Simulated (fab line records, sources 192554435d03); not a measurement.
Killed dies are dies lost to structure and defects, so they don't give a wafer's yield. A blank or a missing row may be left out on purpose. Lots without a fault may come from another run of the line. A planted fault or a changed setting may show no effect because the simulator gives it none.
Which tool did it? | flow n5_finfet | 24 lots, 72 wafers sampled, at 5 steps of a route of 1938

WHAT THE GAUGES READ, wafer by wafer
N5_BEOL_M12_OVL_MEAS_29. Usual: M12_OVL 2 nm, standard deviation 5.6.
lot  | measured     | on         | M12_OVL (nm) | flag
L074 | day 11 05:05 | overlay-01 | 6 8 4        |
L075 | day 11 15:33 | overlay-01 | 2 -3 7       |
L076 | day 12 00:27 | overlay-01 | 2 -1 5       |
L079 | day 12 06:08 | overlay-02 | 8 10 16      |
L077 | day 12 15:43 | overlay-01 | 1 4 -3       |
L078 | day 13 02:55 | overlay-02 | 1 -2 2       |
L080 | day 13 12:16 | overlay-02 | 5 8 6        |
L082 | day 13 16:28 | overlay-02 | 5 8 7        |
L081 | day 13 23:49 | overlay-02 | -2 -5 -8     |
L084 | day 14 06:17 | overlay-01 | 7 10 8       |
L086 | day 14 11:29 | overlay-02 | -4 -2 -2     |
L085 | day 15 00:20 | overlay-02 | 0 -2 -2      |
L083 | day 15 02:55 | overlay-02 | -7 -8 -2     |
L088 | day 15 08:10 | overlay-02 | -2 -2 12     |
L087 | day 15 11:23 | overlay-02 | -6 -5 6      |
L089 | day 15 12:26 | overlay-01 | -6 5 -6      |
L090 | day 15 17:36 | overlay-02 | 10 0 5       |
L091 | day 16 11:14 | overlay-02 | 3 4 5        |
L093 | day 16 16:53 | overlay-02 | -7 -2 -7     |
L094 | day 16 18:37 | overlay-02 | 3 7 2        |
L092 | day 16 18:46 | overlay-01 | 6 10 8       |
L095 | day 16 22:02 | overlay-02 | 7 7 11       |
L096 | day 17 16:28 | overlay-02 | 3 2 4        |
L097 | day 18 03:04 | overlay-02 | 1 1 -1       |

N5_BEOL_M13_CD_MEAS_10: target cd 190 nm. Usual: cd_nm 190.7 nm, standard deviation 0.82.
lot  | measured     | on        | cd_nm (nm)        | flag
L074 | day 11 14:15 | cd_sem-01 | 191.4 190.6 190.2 |
L075 | day 11 20:11 | cd_sem-01 | 190.6 190.4 190.4 |
L076 | day 12 04:22 | cd_sem-03 | 191.5 190.2 192.2 |
L079 | day 12 09:10 | cd_sem-02 | 191.5 190.9 190.5 |
L077 | day 13 01:13 | cd_sem-01 | 191.3 191.2 192.4 |
L078 | day 13 06:53 | cd_sem-02 | 192.3 191.5 191.6 |
L080 | day 13 16:35 | cd_sem-03 | 189.9 189.9 191.2 |
L082 | day 13 21:13 | cd_sem-01 | 190.8 191.8 192.0 |
L081 | day 14 05:19 | cd_sem-03 | 190.5 190.7 190.5 |
L084 | day 14 10:44 | cd_sem-02 | 190.2 190.4 190.5 |
L086 | day 14 15:38 | cd_sem-03 | 188.6 189.2 189.2 |
L085 | day 15 06:56 | cd_sem-02 | 189.7 189.7 190.2 |
L083 | day 15 07:31 | cd_sem-02 | 190.3 190.4 190.2 |
L088 | day 15 11:55 | cd_sem-03 | 190.6 190.6 191.2 |
L087 | day 15 20:56 | cd_sem-01 | 190.5 191.3 190.9 |
L089 | day 15 20:39 | cd_sem-03 | 190.8 190.6 191.0 |
L090 | day 15 21:06 | cd_sem-03 | 191.6 191.4 190.8 |
L091 | day 16 15:31 | cd_sem-02 | 190.2 191.7 191.3 |
L093 | day 17 00:56 | cd_sem-01 | 191.5 192.1 190.9 |
L094 | day 17 01:43 | cd_sem-01 | 191.5 191.3 191.7 |
L092 | day 17 03:02 | cd_sem-01 | 190.5 191.8 190.9 |
L095 | day 17 05:25 | cd_sem-03 | 190.8 190.4 190.6 |
L096 | day 17 21:02 | cd_sem-02 | 190.9 189.6 189.7 |
L097 | day 18 09:26 | cd_sem-03 | 191.0 190.2 189.4 |

N5_BEOL_M13_OVL_MEAS_29. Usual: M13_OVL 4 nm, standard deviation 5.1.
lot  | measured     | on         | M13_OVL (nm) | flag
L074 | day 11 15:22 | overlay-01 | 1 -7 4       |
L075 | day 11 21:19 | overlay-02 | 10 10 6      |
L076 | day 12 05:28 | overlay-02 | 7 2 5        |
L079 | day 12 10:15 | overlay-01 | 4 11 13      |
L077 | day 13 02:11 | overlay-01 | 8 2 11       |
L078 | day 13 07:59 | overlay-02 | 0 2 2        |
L080 | day 13 17:42 | overlay-02 | -2 8 14      |
L082 | day 13 22:11 | overlay-02 | 10 -2 5      |
L081 | day 14 06:40 | overlay-02 | -4 3 5       |
L084 | day 14 11:50 | overlay-01 | 21 14 13     |
L086 | day 14 16:37 | overlay-01 | 0 4 -5       |
L085 | day 15 07:55 | overlay-02 | 10 11 11     |
L083 | day 15 08:32 | overlay-02 | 4 2 9        |
L088 | day 15 13:01 | overlay-01 | -3 -4 0      |
L087 | day 15 21:55 | overlay-02 | 4 5 8        |
L089 | day 15 21:45 | overlay-02 | 7 6 7        |
L090 | day 15 22:05 | overlay-02 | 1 6 6        |
L091 | day 16 16:30 | overlay-02 | 6 -4 6       |
L093 | day 17 02:02 | overlay-01 | 6 6 4        |
L094 | day 17 02:42 | overlay-02 | 9 5 1        |
L092 | day 17 04:11 | overlay-02 | -4 4 4       |
L095 | day 17 06:37 | overlay-02 | 7 8 7        |
L096 | day 17 22:08 | overlay-01 | -1 3 7       |
L097 | day 18 10:34 | overlay-01 | 4 0 11       |

WHICH TOOL RAN EACH LOT (tool, then ch and the chambers of the sampled wafers, then the start)
lot  | N5_BEOL_M11_STRIP_36               | N5_BEOL_M12_DEGAS_41
L074 | rie_diel-06 ch 1,2,3, day 11 00:36 | pvd_sputter-02, day 11 12:23
L075 | rie_diel-01 ch 0,3, day 11 11:31   | pvd_sputter-01, day 11 18:20
L076 | rie_diel-03 ch 0,1,2, day 11 17:54 | pvd_sputter-02, day 12 02:38
L079 | rie_diel-01 ch 2,3, day 12 01:42   | pvd_sputter-03, day 12 07:25
L077 | rie_diel-06 ch 0,3, day 12 10:15   | pvd_sputter-02, day 12 23:28
L078 | rie_diel-03 ch 1,2, day 12 22:49   | pvd_sputter-02, day 13 05:07
L080 | rie_diel-06 ch 2,3, day 13 07:56   | pvd_sputter-02, day 13 14:05
L082 | rie_diel-06 ch 0,2, day 13 11:55   | pvd_sputter-03, day 13 19:21
L081 | rie_diel-06 ch 0,2, day 13 19:17   | pvd_sputter-01, day 14 02:43
L084 | rie_diel-01 ch 0,3, day 14 01:00   | pvd_sputter-01, day 14 08:19
L086 | rie_diel-03 ch 0,2,3, day 14 06:13 | pvd_sputter-02, day 14 13:46
L085 | rie_diel-01 ch 0,2, day 14 19:16   | pvd_sputter-02, day 15 04:01
L083 | rie_diel-01 ch 0,2, day 14 22:19   | pvd_sputter-03, day 15 04:19
L088 | rie_diel-06 ch 0,1, day 15 02:28   | pvd_sputter-02, day 15 09:23
L087 | rie_diel-06 ch 0,1,3, day 15 07:08 | pvd_sputter-01, day 15 18:49
L089 | rie_diel-01 ch 0,3, day 15 07:23   | pvd_sputter-02, day 15 18:55
L090 | rie_diel-06 ch 0,1,3, day 15 09:14 | pvd_sputter-03, day 15 18:58
L091 | rie_diel-06 ch 0,1,2, day 16 05:33 | pvd_sputter-03, day 16 13:39
L093 | rie_diel-06 ch 1,2,3, day 16 12:37 | pvd_sputter-01, day 16 23:07
L094 | rie_diel-01 ch 0,1,3, day 16 12:56 | pvd_sputter-02, day 16 23:43
L092 | rie_diel-06 ch 2,3, day 16 13:05   | pvd_sputter-03, day 17 01:16
L095 | rie_diel-06 ch 0,1, day 16 16:50   | pvd_sputter-03, day 17 02:37
L096 | rie_diel-01 ch 0,1,3, day 17 11:27 | pvd_sputter-02, day 17 19:11
L097 | rie_diel-03 ch 2,3, day 17 20:40   | pvd_sputter-02, day 18 07:34
- N5_BEOL_M11_STRIP_36: strips in N2/H2.
- N5_BEOL_M12_DEGAS_41: time 60 s.

WHAT THE TOOLS THEMSELVES READ (means of the sampled wafers that have a number; where no wafer has one, the mark that the record gives instead)
N5_BEOL_M11_STRIP_36. Usual: drypump_motor_current_A 5.5 A, standard deviation 0.33; oes_product_au 0.80 a.u., standard deviation 0.09; rf_vpp_V 59.0 V, standard deviation 2; showerhead_plenum_p_Torr 2.54 Torr, standard deviation 0.095; throttle_valve_pct 23.62 %, standard deviation 0.24.
lot  | tool        | drypump_motor_current_A (A) | oes_product_au (a.u.) | rf_vpp_V (V) | showerhead_plenum_p_Torr (Torr) | throttle_valve_pct (%) | flag
L074 | rie_diel-06 | 5.7                         | 0.79                  | 59.9         | 2.55                            | 23.74                  |
L075 | rie_diel-01 | 5.5                         | 0.76                  | 58.3         | 2.49                            | 23.68                  |
L076 | rie_diel-03 | 5.4                         | 0.72                  | 57.7         | 2.45                            | 23.53                  |
L079 | rie_diel-01 | 5.7                         | 0.73                  | 57.8         | 2.49                            | 23.81                  |
L077 | rie_diel-06 | 5.2                         | 0.75                  | 60.1         | 2.46                            | 23.65                  |
L078 | rie_diel-03 | 5.3                         | 0.73                  | 60.4         | 2.45                            | 23.87                  |
L080 | rie_diel-06 | 5.4                         | 0.72                  | 59.7         | 2.49                            | 23.81                  |
L082 | rie_diel-06 | 5.8                         | 0.79                  | 59.2         | 2.63                            | 23.60                  |
L081 | rie_diel-06 | 5.8                         | 0.78                  | 59.0         | 2.63                            | 23.63                  |
L084 | rie_diel-01 | 5.5                         | 0.74                  | 60.7         | 2.48                            | 23.67                  |
L086 | rie_diel-03 | 5.5                         | 0.78                  | 60.1         | 2.50                            | 23.72                  |
L085 | rie_diel-01 | 5.3                         | 0.85                  | 57.6         | 2.53                            | 23.69                  |
L083 | rie_diel-01 | 5.3                         | 0.85                  | 58.6         | 2.53                            | 23.69                  |
L088 | rie_diel-06 | 5.8                         | 0.82                  | 57.8         | 2.57                            | 23.50                  |
L087 | rie_diel-06 | 5.5                         | 0.88                  | 59.1         | 2.61                            | 23.48                  |
L089 | rie_diel-01 | 5.5                         | 0.75                  | 58.6         | 2.47                            | 23.70                  |
L090 | rie_diel-06 | 5.5                         | 0.89                  | 58.7         | 2.61                            | 23.49                  |
L091 | rie_diel-06 | 5.8                         | 0.79                  | 58.5         | 2.59                            | 23.59                  |
L093 | rie_diel-06 | 5.7                         | 0.82                  | 58.2         | 2.64                            | 23.64                  |
L094 | rie_diel-01 | 5.5                         | 0.81                  | 58.0         | 2.53                            | 23.64                  |
L092 | rie_diel-06 | 5.4                         | 0.88                  | 58.6         | 2.69                            | 23.62                  |
L095 | rie_diel-06 | 5.7                         | 0.80                  | 59.3         | 2.55                            | 23.42                  |
L096 | rie_diel-01 | 5.5                         | 0.80                  | 58.3         | 2.52                            | 23.65                  |
L097 | rie_diel-03 | 5.4                         | 0.74                  | 59.0         | 2.49                            | 24.06                  |

N5_BEOL_M12_DEGAS_41. Usual: heater_power_w 331 W, standard deviation 34.
lot  | tool           | heater_power_w (W) | flag
L074 | pvd_sputter-02 | 356                |
L075 | pvd_sputter-01 | 311                |
L076 | pvd_sputter-02 | 360                |
L079 | pvd_sputter-03 | 306                |
L077 | pvd_sputter-02 | 369                |
L078 | pvd_sputter-02 | 354                |
L080 | pvd_sputter-02 | 326                |
L082 | pvd_sputter-03 | 326                |
L081 | pvd_sputter-01 | 310                |
L084 | pvd_sputter-01 | 328                |
L086 | pvd_sputter-02 | 321                |
L085 | pvd_sputter-02 | 353                |
L083 | pvd_sputter-03 | 311                |
L088 | pvd_sputter-02 | 342                |
L087 | pvd_sputter-01 | 329                |
L089 | pvd_sputter-02 | 325                |
L090 | pvd_sputter-03 | 334                |
L091 | pvd_sputter-03 | 311                |
L093 | pvd_sputter-01 | 337                |
L094 | pvd_sputter-02 | 352                |
L092 | pvd_sputter-03 | 336                |
L095 | pvd_sputter-03 | 310                |
L096 | pvd_sputter-02 | 336                |
L097 | pvd_sputter-02 | 357                |

THE ANSWER, worked out from the rows above alone
Rule: a lot is off if the mean of its wafers that have a number lies more than 3 standard deviations from the usual mean. A lot without any number at a reading at which 4 lots or more have one is off too. The other lots that the step has rows for count as sound. The gauges are gone through in route order, then the tools' own readings, and for those a lot's mean is taken as printed above. The first step at which some lot is off is used, and at that step the reading that is off furthest; a lot without a number counts as furthest.
No lot is off at any reading shown: from this, nothing can be told.

WHAT THE SIMULATOR HAD PUT IN
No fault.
